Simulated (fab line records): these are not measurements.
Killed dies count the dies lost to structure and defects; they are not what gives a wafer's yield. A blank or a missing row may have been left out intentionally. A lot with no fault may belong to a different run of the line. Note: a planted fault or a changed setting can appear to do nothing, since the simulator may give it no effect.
Chamber matching    flow nandHarc    NHARC_A_WL_FILL_ALD_00 on aldHk-03: 4 sister chambers
The step deposits Al2O3, target thk 3 nm, pulse time 3 s, ald cycles 30. 4 wafers are shown with their chamber, then 9 later ones without.

WAFERS WITH THEIR CHAMBER
wafer   chamber  heaterPowerW (W)
L083.3  1        391
L089.5  0        488
L090.3  3        526
L090.5  2        468

WAFERS MISSING THEIR CHAMBER
wafer   heaterPowerW (W)
L091.2  395
L091.5  444
L091.6  389
L092.1  401
L092.5  506
L092.6  456
L096.1  391
L096.2  504
L096.4  486

WHICH CHAMBER EACH ONE RAN IN
wafer   from the rows above           in truth
L091.2  1                             1
L091.5  can't be placed: 2 or 0       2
L091.6  1                             1
L092.1  1                             1
L092.5  can't be placed: 0 or 3 or 2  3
L092.6  can't be placed: 2 or 0       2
L096.1  1                             1
L096.2  can't be placed: 0 or 3 or 2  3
L096.4  can't be placed: 0 or 2       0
Correct placement for 4 of the 9. From these rows, 5 cannot be placed; in 5 the true chamber is one of the candidates. Number placed wrongly: 0.
How it was worked out, from the rows above alone: a wafer's distance from a chamber is the root of the sum, over the readings, of the square of ((its reading less the chamber's mean) divided by the reading's scatter). The wafer belongs to the nearest chamber; if the next one is less than 2 further off, it can't be placed. The mean given for a chamber averages the wafers shown for that chamber. The scatter (one wafer shown for each chamber): square how far every hidden wafer sits from the nearest shown wafer, average those squares and take the square root.
